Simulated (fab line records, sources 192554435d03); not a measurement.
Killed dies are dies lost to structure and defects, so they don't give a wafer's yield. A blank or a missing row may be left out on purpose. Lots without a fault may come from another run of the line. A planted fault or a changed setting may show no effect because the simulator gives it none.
One fault seen from 3 desks | flow n5_finfet | each desk has only its own numbers; what lay behind them comes last

THE DEFECT DESK
What the inspections along the route counted, lot by lot: means of the sampled wafers that have a number. A lot is out of limits, marked OUT, if its mean lies more than 4 standard deviations from the usual mean; the brackets give that distance.
Columns: A = raw_defect_count at N5_MOL_CONTACT_COAG_INSPECT_42, usual 199
lot  | first seen here | A
L108 | day 5 12:46     | 226
L109 | day 5 13:02     | 133
L110 | day 5 17:29     | 224
L112 | day 6 14:09     | 166
L116 | day 7 05:53     | 157
L117 | day 7 15:35     | 272
L122 | day 8 18:27     | 181
L124 | day 9 04:47     | 243
L126 | day 9 20:47     | 230
L129 | day 10 18:42    | 233
L130 | day 11 00:22    | 243
L131 | day 11 01:59    | 184
This desk's finding: nothing out of limits on any of the 12 lots.

THE TOOL OWNER'S DESK: ald_sin-02
The tool's own readings at N5_MOL_CONTACT_COAG_ALD_133 (deposits SiO2, target thk 5 nm, pulse time 1 s, co reactant pulse time 1 s): means of the sampled wafers that have a number, for each lot that ran on this tool. A lot is out of limits, marked OUT, if its mean lies more than 4 standard deviations from the usual mean; the brackets give that distance.
Columns: A = heater_power_w at N5_MOL_CONTACT_COAG_ALD_133, usual 75 W; B = precursor_pulse_height_rel at N5_MOL_CONTACT_COAG_ALD_133, usual 1.002
lot  | first seen here | A  | B
L108 | day 5 13:53     | 67 | 1.025
L109 | day 5 14:02     | 63 | 1.009
L117 | day 7 15:44     | 68 | 1.009
L129 | day 10 18:52    | 70 | 0.979
This desk's finding: nothing out of limits on any of the 4 lots.

THE METROLOGY DESK
What the gauges read, lot by lot, whatever tool the lot ran on: means of the sampled wafers that have a number. A lot is out of limits, marked OUT, if its mean lies more than 4 standard deviations from the usual mean; the brackets give that distance.
Columns: A = cd_nm at N5_MOL_CONTACT_COAG_CD_MEAS_137, usual 16.0 nm
lot  | first seen here | A
L108 | day 5 12:14     | 16.0
L109 | day 5 12:37     | 16.3
L110 | day 5 16:58     | 16.1
L112 | day 6 13:44     | 16.3
L116 | day 7 05:21     | 15.9
L117 | day 7 15:02     | 15.9
L122 | day 8 17:55     | 15.6
L124 | day 9 04:22     | 15.7
L126 | day 9 20:23     | 16.0
L129 | day 10 18:10    | 15.5
L130 | day 10 23:58    | 15.8
L131 | day 11 01:35    | 15.8
This desk's finding: nothing out of limits on any of the 12 lots.

PUT TOGETHER
The defect desk saw nothing out of limits.
The tool owner's desk saw nothing out of limits.
The metrology desk saw nothing out of limits.

WHAT THE SIMULATOR HAD PUT IN
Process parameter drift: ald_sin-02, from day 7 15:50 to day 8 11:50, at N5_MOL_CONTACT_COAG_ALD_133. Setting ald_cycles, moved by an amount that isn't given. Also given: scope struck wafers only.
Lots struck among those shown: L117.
